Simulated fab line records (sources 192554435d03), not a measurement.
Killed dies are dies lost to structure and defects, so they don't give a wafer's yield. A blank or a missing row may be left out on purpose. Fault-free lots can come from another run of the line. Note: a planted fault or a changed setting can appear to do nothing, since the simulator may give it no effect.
Chamber matching ; flow n5-finfet ; N5_MOL_CONTACT_COAG_ETCHBACK_136 on rie-diel-05 has 4 sister chambers
The step etches SiO2 in CHF3, target depth 25 nm, time 16.7 s. 4 wafers are shown with their chamber, then 12 later ones without.

== EACH WAFER AND ITS CHAMBER ==
wafer;chamber;showerhead-plenum-p-Torr (Torr)
L083.1;3;2.36
L088.1;2;2.17
L088.2;0;2.46
L088.3;1;2.46

== WAFERS WHOSE CHAMBER IS MISSING ==
wafer;showerhead-plenum-p-Torr (Torr)
L090.2;2.45
L090.3;2.46
L090.5;2.45
L091.3;2.17
L091.4;2.35
L091.6;2.46
L095.3;2.45
L095.5;2.45
L095.6;2.45
L096.2;2.45
L096.3;2.45
L096.5;2.35

== WHICH CHAMBER EACH WENT THROUGH ==
wafer;from the rows above;in truth
L090.2;can't be placed: 0 or 1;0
L090.3;can't be placed: 0 or 1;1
L090.5;can't be placed: 0 or 1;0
L091.3;2;2
L091.4;3;3
L091.6;can't be placed: 0 or 1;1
L095.3;can't be placed: 0 or 1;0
L095.5;can't be placed: 0 or 1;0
L095.6;can't be placed: 0 or 1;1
L096.2;can't be placed: 0 or 1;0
L096.3;can't be placed: 0 or 1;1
L096.5;3;3
Correctly placed: 3 of 12. Can't be placed from these rows: 9 (the true chamber is among the candidates in 9). 0 placed wrongly.
How it was worked out, from the rows above alone: a wafer's distance from a chamber is the root of the sum, over the readings, of the square of ((its reading less the chamber's mean) divided by the reading's scatter). The wafer belongs to the nearest chamber; if the next one is less than 2 further off, it can't be placed. The mean given for a chamber averages the wafers shown for that chamber. The scatter: root of mean squared gap, hidden wafer to nearest shown wafer, with one shown wafer a chamber.
